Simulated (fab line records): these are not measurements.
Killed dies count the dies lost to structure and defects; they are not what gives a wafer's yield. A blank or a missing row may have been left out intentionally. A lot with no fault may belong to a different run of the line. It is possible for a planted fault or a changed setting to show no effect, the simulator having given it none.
fab line records    flow n5-finfet
record: lots: 10  wafers: 30  last-day: 17
route steps=1938 shown SD_EPI_P@322 SD_ACTIVATION@332 ILD0@339 SDB@353 BEOL_M4@1111 PASSIVATION@1936
lots untouched by any fault: they come from a run of this same line in which no faults occurred
start-h: hours from the record's opening day to when the first of the lot's shown wafers began    wait-h: hours from the lot's prior step to this one    " as in the row above    L1.1+2: a single row standing in for several wafers    - either no value or no given start    * or withheld: withheld    < > ~ a bound
route shown NAME@n: a module of which the file shows steps, and the number in the route of the first    usual: mean/standard deviation of fault-free wafers    same: alike in all rows    chamber/n: place in a boat    sites: each site's reading    _std_site: standard deviation of those values    _edge_site: outer sites' mean less inner sites'    radius-mm: how far each site lies from the wafer's centre    mask NAME#n: copy n    behind: the last tool/chamber to shape the wafer    hold: what put the lot on hold/how long, in hours/how the hold closed    device: the transistor (n, p or np) that didn't switch    end of line: tests run on the same wafers once the route is complete    a step without rows: its recipe alone    killed: count of dies lost to structure and defects at first sort (not the wafer's yield)    map: a wafer's dies, marking killed ones x, the rest . and places with no die _
set.NAME: setting as actually run; set.NAME@STEP: the setting as run at that earlier step    model.NAME: the simulator's own value behind a step, which no gauge read
steps of the route over a sample of lots; a table a step, a row a wafer
services: a tool's chamber out of use, with start hour (start-h, from the record's first day; less than 0 if before it), hours out, and reason
== steps ==
step: N5_SD_EPI_P_EPI_MEAS_23
recipe: mode: xrd
usual: thk-nm: 60.9/1.2
lot.wafer  tool           chamber  start-h  wait-h  thk-nm
L182.2     film-metro-01  -        77.71    1.5     60.1
L182.3     "              -        "        "       61.4
L182.5     "              -        "        "       60.7
L183.1     film-metro-01  -        83.59    1.8     61.5
L183.2     "              -        "        "       61.7
L183.5     "              -        "        "       60.7
L184.2     film-metro-01  -        90.94    2.0     60.7
L184.4     "              -        "        "       61.1
L184.6     "              -        "        "       59.8
L185.1     film-metro-01  -        93.89    1.8     60.6
L185.4     "              -        "        "       61.9
L185.5     "              -        "        "       60.3
L187.1     film-metro-01  -        107.36   3.2     62.7
L187.2     "              -        "        "       59.9
L187.5     "              -        "        "       61.4
L189.1     film-metro-01  -        120.26   1.8     63.1
L189.2     "              -        "        "       60.6
L189.3     "              -        "        "       62.2
L195.1     film-metro-01  -        154.59   2.4     59.8
L195.3     "              -        "        "       62.0
L195.4     "              -        "        "       61.1
L197.1     film-metro-01  -        168.07   1.9     62.0
L197.2     "              -        "        "       60.4
L197.4     "              -        "        "       60.1
L201.1     film-metro-02  -        191.23   1.8     60.1
L201.2     "              -        "        "       59.4
L201.5     "              -        "        "       59.7
L202.1     film-metro-01  -        195.52   1.8     59.8
L202.2     "              -        "        "       60.1
L202.5     "              -        "        "       59.4
step: N5_SD_ACTIVATION_RS_MEAS_03
recipe: thk-meas-gauge: four-point-probe
usual: RS_SD_N: 21.94/0.27  RS_SD_P: 56.2/0.91
lot.wafer  tool           chamber  start-h  wait-h  RS_SD_N[ohm/sq]  RS_SD_P[ohm/sq]
L182.2     film-metro-01  -        78.37    0.2     22.26            56.7
L182.3     "              -        "        "       22.39            56.3
L182.5     "              -        "        "       22.47            56.1
L183.1     film-metro-01  -        84.42    0.2     21.68            54.9
L183.2     "              -        "        "       22.53            55.4
L183.5     "              -        "        "       21.74            55.4
L184.2     film-metro-01  -        91.56    0.2     21.68            56.3
L184.4     "              -        "        "       21.87            55.9
L184.6     "              -        "        "       21.93            56.0
L185.1     film-metro-01  -        94.51    0.2     21.69            54.5
L185.4     "              -        "        "       21.53            55.5
L185.5     "              -        "        "       21.75            55.4
L187.1     film-metro-01  -        107.98   0.2     21.82            55.5
L187.2     "              -        "        "       21.95            55.8
L187.5     "              -        "        "       21.80            56.0
L189.1     film-metro-02  -        120.98   0.2     21.85            54.8
L189.2     "              -        "        "       21.98            55.4
L189.3     "              -        "        "       21.71            55.6
L195.1     film-metro-02  -        155.42   0.2     21.46            58.1
L195.3     "              -        "        "       21.76            56.6
L195.4     "              -        "        "       22.06            57.2
L197.1     film-metro-02  -        168.73   0.2     21.98            54.9
L197.2     "              -        "        "       21.90            55.7
L197.4     "              -        "        "       21.83            57.1
L201.1     film-metro-02  -        191.83   0.2     21.47            57.0
L201.2     "              -        "        "       21.26            56.8
L201.5     "              -        "        "       21.41            55.9
L202.1     film-metro-01  -        196.15   0.2     22.16            56.3
L202.2     "              -        "        "       22.02            55.6
L202.5     "              -        "        "       22.06            56.7
step: N5_ILD0_THK_MEAS_04
usual: thk-nm: 197.5/1.2
lot.wafer  tool           chamber  start-h  wait-h  thk-nm
L182.2     film-metro-02  -        81.39    -       198.7
L182.3     "              -        "        "       196.5
L182.5     "              -        "        "       196.7
L183.1     film-metro-01  -        87.45    -       198.4
L183.2     "              -        "        "       196.9
L183.5     "              -        "        "       198.7
L184.2     film-metro-02  -        94.56    -       199.8
L184.4     "              -        "        "       200.2
L184.6     "              -        "        "       198.2
L185.1     film-metro-01  -        97.88    -       198.0
L185.4     "              -        "        "       195.5
L185.5     "              -        "        "       195.9
L187.1     film-metro-01  -        111.16   -       197.6
L187.2     "              -        "        "       196.9
L187.5     "              -        "        "       196.3
L189.1     film-metro-01  -        124.00   -       197.0
L189.2     "              -        "        "       194.4
L189.3     "              -        "        "       194.8
L195.1     film-metro-02  -        158.46   -       198.3
L195.3     "              -        "        "       199.0
L195.4     "              -        "        "       199.1
L197.1     film-metro-01  -        171.74   -       198.1
L197.2     "              -        "        "       197.5
L197.4     "              -        "        "       196.9
L201.1     film-metro-01  -        194.87   -       197.9
L201.2     "              -        "        "       197.4
L201.5     "              -        "        "       197.2
L202.1     film-metro-02  -        199.16   -       198.5
L202.2     "              -        "        "       196.6
L202.5     "              -        "        "       197.9
step: N5_SDB_EXPOSE_08
recipe: mask-id: SDB  na: 1.35  source-shape: conventional  sigma-outer: 0.5  polarization: unpolarized  dose-mj: 49.6
usual: exposure-dose-mJ-cm2: 49.74/0.19
lot.wafer  tool             chamber  start-h  wait-h  mask   exposure-dose-mJ-cm2
L182.2     arfi-scanner-01  0        85.32    -       SDB#0  49.60
L182.3     "                0        "        "       SDB#0  49.57
L182.5     "                0        "        "       SDB#0  49.59
L183.1     arfi-scanner-01  0        91.34    -       SDB#0  49.56
L183.2     "                0        "        "       SDB#0  49.54
L183.5     "                0        "        "       SDB#0  49.55
L184.2     arfi-scanner-03  0        98.52    -       SDB#0  49.58
L184.4     "                0        "        "       SDB#0  49.60
L184.6     "                0        "        "       SDB#0  49.63
L185.1     arfi-scanner-01  0        102.16   -       SDB#0  43.87
L185.4     "                0        "        "       SDB#0  43.83
L185.5     "                0        "        "       SDB#0  43.87
L187.1     arfi-scanner-01  0        115.09   -       SDB#0  45.00
L187.2     "                0        "        "       SDB#0  45.05
L187.5     "                0        "        "       SDB#0  45.00
L189.1     arfi-scanner-02  0        127.80   -       SDB#0  49.79
L189.2     "                0        "        "       SDB#0  49.94
L189.3     "                0        "        "       SDB#0  49.93
L195.1     arfi-scanner-02  0        162.44   -       SDB#0  49.95
L195.3     "                0        "        "       SDB#0  49.99
L195.4     "                0        "        "       SDB#0  49.85
L197.1     arfi-scanner-03  0        175.54   -       SDB#0  49.58
L197.2     "                0        "        "       SDB#0  49.49
L197.4     "                0        "        "       SDB#0  49.55
L201.1     arfi-scanner-02  0        198.80   -       SDB#0  49.95
L201.2     "                0        "        "       SDB#0  49.94
L201.5     "                0        "        "       SDB#0  49.98
L202.1     arfi-scanner-02  0        202.96   -       SDB#0  50.09
L202.2     "                0        "        "       SDB#0  50.00
L202.5     "                0        "        "       SDB#0  50.02
step: N5_SDB_CD_MEAS_11
recipe: target-cd-nm: 50  landing-energy-ev: 500  detector: se-inlens  polarity: opening
usual: cd-nm: 49.4/1.1
lot.wafer  tool       chamber  start-h  wait-h  cd-nm
L182.2     cd-sem-03  0        85.44    -       50.5
L182.3     "          0        "        "       49.8
L182.5     "          0        "        "       49.3
L183.1     cd-sem-03  0        91.46    -       48.5
L183.2     "          0        "        "       47.2
L183.5     "          0        "        "       47.4
L184.2     cd-sem-02  0        98.64    -       48.1
L184.4     "          0        "        "       46.6
L184.6     "          0        "        "       48.7
L185.1     cd-sem-01  0        102.29   -       37.0
L185.4     "          0        "        "       39.6
L185.5     "          0        "        "       38.2
L187.1     cd-sem-03  0        115.21   -       39.7
L187.2     "          0        "        "       39.8
L187.5     "          0        "        "       40.3
L189.1     cd-sem-03  0        127.93   -       48.7
L189.2     "          0        "        "       50.2
L189.3     "          0        "        "       49.0
L195.1     cd-sem-03  0        162.57   -       48.6
L195.3     "          0        "        "       49.7
L195.4     "          0        "        "       48.5
L197.1     cd-sem-01  0        175.67   -       49.6
L197.2     "          0        "        "       49.3
L197.4     "          0        "        "       47.4
L201.1     cd-sem-02  0        198.92   -       47.5
L201.2     "          0        "        "       48.4
L201.5     "          0        "        "       48.9
L202.1     cd-sem-02  0        203.09   -       49.4
L202.2     "          0        "        "       50.3
L202.5     "          0        "        "       51.8
step: N5_BEOL_M4_RC_MEAS_101
usual: DIBL_N: 35.8/1.8  DIBL_P: 35.6/2  IOFF_N: 0.148/0.028  IOFF_P: 0.20/0.034  ION_N: 672/12  ION_P: 462/8.5  SS_N: 71.2/0.65  SS_P: 73.1/0.67  VT_N: 251/3.3  VT_P: -251/3.8
lot.wafer  tool       chamber  start-h  wait-h  DIBL_N[mV/V]  DIBL_P[mV/V]  IOFF_N[nA/um]  IOFF_P[nA/um]  ION_N[uA/um]  ION_P[uA/um]  SS_N[mV/dec]  SS_P[mV/dec]  VT_N[mV]  VT_P[mV]
L182.2     prober-01  0        192.61   0.2     36.3          34.1          0.138          0.20           662           464           71.5          73.2          253       -248
L182.3     "          0        "        "       36.9          34.5          0.141          0.21           675           469           70.9          73.8          253       -248
L182.5     "          0        "        "       38.3          36.7          0.175          0.24           677           468           71.1          73.7          247       -248
L184.2     prober-01  0        196.57   0.2     37.6          36.9          0.169          0.20           693           465           71.9          73.8          245       -252
L184.4     "          0        "        "       37.9          37.5          0.162          0.22           684           461           71.7          74.0          247       -249
L184.6     "          0        "        "       36.8          35.5          0.147          0.18           675           462           71.4          72.9          251       -254
L183.1     prober-01  0        199.23   0.0     36.3          37.7          0.161          0.19           686           464           71.5          72.9          250       -256
L183.2     "          0        "        "       35.4          38.2          0.152          0.20           674           463           71.5          72.6          252       -254
L183.5     "          0        "        "       36.7          37.9          0.165          0.19           671           461           71.0          73.1          250       -256
L189.1     prober-01  0        221.50   0.0     38.0          37.4          0.178          0.21           676           456           71.5          73.8          252       -254
L189.2     "          0        "        "       34.9          34.3          0.117          0.17           656           454           71.0          73.0          255       -252
L189.3     "          0        "        "       33.6          32.3          0.105          0.14           661           450           69.8          72.1          255       -256
L195.1     prober-01  0        262.51   0.0     37.7          38.3          0.189          0.22           685           463           71.8          74.0          249       -252
L195.3     "          0        "        "       34.0          33.9          0.121          0.17           668           460           71.3          72.1          255       -254
L195.4     "          0        "        "       33.2          32.5          0.106          0.14           656           452           70.4          72.6          255       -257
L197.1     prober-01  0        267.31   0.0     38.5          39.8          0.191          0.25           679           463           72.1          73.7          248       -248
L197.2     "          0        "        "       35.8          34.5          0.137          0.17           663           454           71.6          73.0          252       -252
L197.4     "          0        "        "       35.6          36.1          0.146          0.18           683           466           71.5          73.1          251       -255
L201.1     prober-02  0        306.87   0.0     35.8          35.0          0.147          0.19           677           463           71.3          72.4          250       -248
L201.2     "          0        "        "       38.4          37.4          0.197          0.24           691           478           71.6          72.5          246       -247
L201.5     "          0        "        "       35.3          33.1          0.138          0.18           682           464           71.0          71.9          254       -250
L202.1     prober-02  0        310.71   0.0     34.5          34.1          0.145          0.19           673           471           70.7          72.4          249       -249
L202.2     "          0        "        "       35.1          35.6          0.163          0.21           687           470           70.5          72.9          246       -247
L202.5     "          0        "        "       35.3          35.2          0.164          0.21           692           469           70.9          72.9          247       -247
step: N5_PASSIVATION_PROBE_49
usual: defect-limited-yield: 91.3/1.5  killed_at_M0_to_M3: 34/11  killed_at_M4_up: 14/6.1  killed-at-contacts: 12/5.9  killed-at-front-end: 39/11  killed-at-other: 4/3.3  killed-dies: 102/18  killed-on-rim: 13/3.8  killed-open: 67/13  killed-short: 33/7.9  sort_bin_5_function: 5.1/1  sort_bin_6_memory: 3.3/0.7  sort-n-pass: 1077/19  sort-yield-pct: 91.3/1.6
same: gross-dies: 1180  killed-at-back-side: 0  sort_bin_4_leakage[%]: 0  sort_bin_8_speed[%]: 0
lot.wafer  tool       chamber  start-h  wait-h  defect-limited-yield[%]  killed_at_M0_to_M3  killed_at_M4_up  killed-at-contacts  killed-at-front-end  killed-at-other  killed-dies  killed-on-rim  killed-open  killed-short  sort_bin_5_function[%]  sort_bin_6_memory[%]  sort-n-pass  sort-yield-pct[%]
L184.2     prober-02  -        292.64   0.1     92.7                     28                  13               18                  26                   1                86           11             57           28            4.7                     2.4                   1094         92.7
L184.4     prober-02  -        292.74   0.2     90.5                     34                  16               9                   52                   1                112          15             77           34            6.0                     3.4                   1068         90.5
L184.6     prober-02  -        292.84   0.3     94.1                     27                  7                9                   25                   2                70           10             42           25            4.0                     1.7                   1110         94.1
L185.1     prober-02  -        299.30   0.0     0.4                      37                  9                17                  1109                 3                1175         152            71           48            95.0                    4.0                   5            0.4
L185.4     prober-02  -        299.45   0.2     21.0                     30                  16               9                   875                  2                932          150            71           40            74.7                    4.0                   248          21.0
L185.5     prober-02  -        299.50   0.2     3.0                      34                  24               7                   1074                 6                1145         152            83           37            94.0                    2.6                   35           3.0
L187.1     prober-01  -        306.55   0.0     20.6                     38                  11               12                  872                  4                937          152            70           36            75.4                    3.8                   243          20.6
L187.2     prober-01  -        306.60   0.1     15.3                     21                  19               12                  941                  6                999          152            71           27            81.5                    3.0                   181          15.3
L187.5     prober-01  -        306.75   0.2     23.3                     29                  24               10                  840                  2                905          151            96           29            72.5                    4.1                   275          23.3
L189.1     prober-02  -        320.05   0.0     93.1                     19                  10               8                   40                   4                81           11             50           27            3.8                     2.6                   1099         93.1
L189.2     prober-02  -        320.10   0.1     92.3                     19                  17               14                  40                   1                91           16             67           20            4.3                     3.2                   1089         92.3
L189.3     prober-02  -        320.15   0.1     91.3                     26                  28               11                  35                   3                103          13             71           32            5.6                     3.0                   1077         91.3
L195.1     prober-02  -        376.29   0.0     88.8                     15                  30               33                  45                   9                132          21             83           42            7.0                     3.5                   1048         88.8
L195.3     prober-02  -        376.39   0.1     90.2                     18                  29               17                  45                   7                116          16             83           27            5.8                     3.3                   1064         90.2
L195.4     prober-02  -        376.44   0.2     89.5                     46                  15               6                   56                   1                124          15             83           38            6.9                     3.3                   1056         89.5
L202.1     prober-01  -        404.19   0.0     90.3                     35                  14               13                  53                   0                115          11             86           27            6.0                     3.7                   1065         90.3
L202.2     prober-01  -        404.24   0.1     92.9                     30                  14               10                  28                   2                84           8              55           24            4.4                     2.6                   1096         92.9
L202.5     prober-01  -        404.39   0.2     90.8                     41                  5                9                   52                   1                108          15             65           41            5.0                     3.8                   1072         90.8
L201.1     prober-01  -        405.47   0.0     89.2                     59                  19               10                  34                   5                127          21             91           36            7.2                     3.3                   1053         89.2
L201.2     prober-01  -        405.52   0.1     89.5                     39                  17               10                  56                   2                124          19             81           43            6.4                     3.9                   1056         89.5
L201.5     prober-01  -        405.67   0.2     90.8                     33                  12               2                   61                   1                109          20             74           35            5.0                     4.1                   1071         90.8
killed by level:class
L184.2 MOL_CONTACT_COAG:geometric-particle:open=13 BEOL_M4:geometric-particle:open=7 BEOL_M0_SAQP:geometric-particle:open=7 STI_FIN_REVEAL:geometric-particle:open=6 BEOL_M1:geometric-particle:open=6 MOL_CONTACT_COAG:geometric-particle:short=5 BEOL_M1:geometric-particle:short=5 BEOL_M0:geometric-particle:open=4
L184.4 FIN_SAQP:geometric-particle:open=14 BEOL_M0:geometric-particle:open=10 BEOL_M4:geometric-particle:open=8 BEOL_M0_SAQP:geometric-particle:open=7 FIN_SAQP:geometric-particle:short=6 STI_FIN_REVEAL:geometric-particle:open=6 MOL_CONTACT_COAG:geometric-particle:open=6 BEOL_M0_SAQP:geometric-particle:short=6
L184.6 MOL_CONTACT_COAG:geometric-particle:open=8 BEOL_M0_SAQP:geometric-particle:open=6 BEOL_M1:geometric-particle:open=6 BEOL_M3:geometric-particle:open=5 STARTING-WAFER:geometric-particle:short=4 BEOL_M0_SAQP:geometric-particle:short=4 STI_FIN_REVEAL:geometric-particle:open=3 GATE_CUT:geometric-particle:short=3
L185.1 SDB:area-expose=1054 FIN_SAQP:geometric-particle:short=16 FIN_SAQP:geometric-particle:open=12 MOL_CONTACT_COAG:geometric-particle:open=12 STI_FIN_REVEAL:geometric-particle:open=9 BEOL_M3:geometric-particle:open=9 BEOL_M2:geometric-particle:open=6 BEOL_M3:geometric-particle:short=6
L185.4 SDB:area-expose=820 FIN_SAQP:geometric-particle:short=12 BEOL_M3:geometric-particle:open=12 STI_FIN_REVEAL:geometric-particle:open=11 FIN_SAQP:geometric-particle:open=9 MOL_CONTACT_COAG:geometric-particle:open=9 GATE_CUT:geometric-particle:short=8 GATE_CUT:geometric-particle:open=6
L185.5 SDB:area-expose=1024 BEOL_M2:geometric-particle:open=12 FIN_SAQP:geometric-particle:open=9 FIN_SAQP:geometric-particle:short=9 BEOL_M4:geometric-particle:open=9 STI_FIN_REVEAL:geometric-particle:open=6 GATE_CUT:geometric-particle:open=6 BEOL_M0_SAQP:geometric-particle:open=6
L187.1 SDB:area-expose=831 MOL_CONTACT_COAG:geometric-particle:open=11 STI_FIN_REVEAL:geometric-particle:open=8 BEOL_M4:geometric-particle:open=8 FIN_SAQP:geometric-particle:short=7 BEOL_M0_SAQP:geometric-particle:short=7 BEOL_M2:geometric-particle:open=7 GATE_CUT:geometric-particle:short=6
L187.2 SDB:area-expose=901 MOL_CONTACT_COAG:geometric-particle:open=10 FIN_SAQP:geometric-particle:open=9 BEOL_M5:geometric-particle:open=9 BEOL_M3:geometric-particle:open=7 STARTING-WAFER:geometric-particle:open=6 STI_FIN_REVEAL:geometric-particle:open=5 FIN_SAQP:geometric-particle:short=3
L187.5 SDB:area-expose=780 FIN_SAQP:geometric-particle:open=25 BEOL_M4:geometric-particle:open=16 STI_FIN_REVEAL:geometric-particle:open=15 BEOL_M3:geometric-particle:open=13 BEOL_M0_SAQP:geometric-particle:short=8 FIN_SAQP:geometric-particle:short=7 MOL_CONTACT_COAG:geometric-particle:open=6
L189.1 MOL_CONTACT_COAG:geometric-particle:open=8 STI_FIN_REVEAL:geometric-particle:open=7 FIN_SAQP:geometric-particle:short=6 BEOL_M4:geometric-particle:open=6 FIN_SAQP:geometric-particle:open=5 BEOL_M0_SAQP:geometric-particle:short=5 STARTING-WAFER:geometric-particle:open=5 BEOL_M2:geometric-particle:open=4
L189.2 MOL_CONTACT_COAG:geometric-particle:open=12 FIN_SAQP:geometric-particle:open=10 STI_FIN_REVEAL:geometric-particle:open=9 BEOL_M4:geometric-particle:open=6 BEOL_M0_SAQP:geometric-particle:open=5 FIN_SAQP:geometric-particle:short=4 DUMMY_GATE:geometric-particle:open=4 BEOL_M0_SAQP:geometric-particle:short=3
L189.3 BEOL_M4:geometric-particle:open=14 STI_FIN_REVEAL:geometric-particle:open=10 MOL_CONTACT_COAG:geometric-particle:open=9 BEOL_M0_SAQP:geometric-particle:short=6 FIN_SAQP:geometric-particle:open=5 BEOL_M4:geometric-particle:short=5 BEOL_M3:geometric-particle:open=5 FIN_SAQP:geometric-particle:short=4
L195.1 MOL_CONTACT_COAG:geometric-particle:open=23 MOL_CONTACT_COAG:geometric-particle:short=10 BEOL_M4:geometric-particle:open=10 FIN_SAQP:geometric-particle:short=9 STI_FIN_REVEAL:geometric-particle:open=9 DUMMY_GATE:geometric-particle:open=8 BEOL_M2:geometric-particle:open=7 FIN_SAQP:geometric-particle:open=6
L195.3 MOL_CONTACT_COAG:geometric-particle:open=15 BEOL_M4:geometric-particle:open=14 FIN_SAQP:geometric-particle:open=13 STI_FIN_REVEAL:geometric-particle:open=6 BEOL_M3:geometric-particle:open=6 DUMMY_GATE:geometric-particle:open=5 BEOL_M4:geometric-particle:short=4 FIN_SAQP:geometric-particle:short=3
L195.4 STI_FIN_REVEAL:geometric-particle:open=23 BEOL_M2:geometric-particle:open=11 STI_FIN_REVEAL:geometric-particle:short=9 BEOL_M3:geometric-particle:open=9 FIN_SAQP:geometric-particle:short=8 BEOL_M4:geometric-particle:open=8 FIN_SAQP:geometric-particle:open=6 BEOL_M0_SAQP:geometric-particle:open=6
L202.1 STI_FIN_REVEAL:geometric-particle:open=21 BEOL_M3:geometric-particle:open=12 MOL_CONTACT_COAG:geometric-particle:open=11 ILD0:geometric-particle:short=8 BEOL_M1:geometric-particle:open=8 BEOL_M2:geometric-particle:open=6 FIN_SAQP:geometric-particle:open=5 BEOL_M0_SAQP:geometric-particle:open=5
L202.2 BEOL_M3:geometric-particle:open=11 STI_FIN_REVEAL:geometric-particle:open=9 MOL_CONTACT_COAG:geometric-particle:open=8 BEOL_M0_SAQP:geometric-particle:open=4 BEOL_M0_SAQP:geometric-particle:short=4 BEOL_M4:geometric-particle:open=4 FIN_SAQP:geometric-particle:open=3 FIN_SAQP:geometric-particle:short=3
L202.5 STI_FIN_REVEAL:geometric-particle:open=14 BEOL_M3:geometric-particle:open=11 FIN_SAQP:geometric-particle:short=8 GATE_CUT:geometric-particle:short=8 BEOL_M0_SAQP:geometric-particle:short=8 BEOL_M0_SAQP:geometric-particle:open=6 FIN_SAQP:geometric-particle:open=5 MOL_CONTACT_COAG:geometric-particle:open=5
L201.1 BEOL_M0_SAQP:geometric-particle:open=15 BEOL_M2:geometric-particle:open=11 BEOL_M4:geometric-particle:open=9 BEOL_M3:geometric-particle:open=9 MOL_CONTACT_COAG:geometric-particle:open=8 BEOL_M0_SAQP:geometric-particle:short=8 BEOL_M1:geometric-particle:open=6 DUMMY_GATE:geometric-particle:open=5
L201.2 BEOL_M0_SAQP:geometric-particle:open=12 BEOL_M4:geometric-particle:open=11 FIN_SAQP:geometric-particle:short=10 BEOL_M0_SAQP:geometric-particle:short=10 FIN_SAQP:geometric-particle:open=9 DUMMY_GATE:geometric-particle:open=9 MOL_CONTACT_COAG:geometric-particle:open=9 STI_FIN_REVEAL:geometric-particle:open=6
L201.5 FIN_SAQP:geometric-particle:open=18 STI_FIN_REVEAL:geometric-particle:open=14 BEOL_M2:geometric-particle:open=9 BEOL_M0_SAQP:geometric-particle:short=6 BEOL_M4:geometric-particle:open=6 FIN_SAQP:geometric-particle:short=5 BEOL_M1:geometric-particle:open=5 STI_FIN_REVEAL:geometric-particle:short=4
== services ==
tool             chamber  start-h  hours  kind
arfi-scanner-03  -        80.36    1.3    repair
arfi-scanner-02  -        82.75    4.9    pm
arfi-scanner-01  -        92.97    1.3    pm
arfi-scanner-01  -        94.27    1.0    pm
arfi-scanner-03  -        127.00   1.3    pm
arfi-scanner-03  -        136.73   1.0    pm
arfi-scanner-02  -        152.62   0.8    pm
arfi-scanner-03  0        153.12   -      calibration
arfi-scanner-03  -        153.84   0.3    repair
arfi-scanner-03  -        158.81   0.4    repair
arfi-scanner-01  -        164.17   0.8    pm
arfi-scanner-02  -        176.06   1.0    pm
arfi-scanner-02  -        177.48   3.1    pm
arfi-scanner-03  -        184.30   4.9    pm
arfi-scanner-02  -        185.79   1.3    pm
arfi-scanner-03  -        195.92   0.8    pm
== key ==
first-sign: step: N5_SDB_EXPOSE_08  reading: exposure-dose-mJ-cm2  direction: down  sigmas: 27  usual: 49.74  struck: 44.44
effect: step: N5_SDB_CD_MEAS_11  reading: cd-nm  direction: down  sigmas: 9  usual: 49.4  struck: 39.1  through: control-loop
effect: step: N5_PASSIVATION_PROBE_49  reading: killed-at-front-end  direction: up  sigmas: 86  usual: 39  struck: 952
more-kills-born-at: N5_SDB_EXPOSE_08@arfi-scanner-01: 5410
met-at N5_SDB_EXPOSE_08
struck-lots L185,L187
later-rows-left-out L185.1,L185.4,L185.5,L187.1,L187.2,L187.5
loop-trim: step: N5_SDB_EXPOSE_08  setting: dose  lots: L187
not-acting-at N5_SD_EPI_P_EPI_MEAS_23,N5_SD_ACTIVATION_RS_MEAS_03,N5_ILD0_THK_MEAS_04
onset-between 91.34 102.16
fault: kind: process-parameter-drift  tool: arfi-scanner-01  chamber: -  onset-h: 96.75  steps: N5_SDB_EXPOSE_08  channel: dose-mj  offset: -5.6714  shape: step  acts-in: these-recipes-only  stated: 49.6
later-rows-left-out: the simulator's readings of these wafers behind a module that went badly wrong aren't trusted and aren't shown, but for the sort
loop-trim: a control loop set the setting to another value than it would have without faults
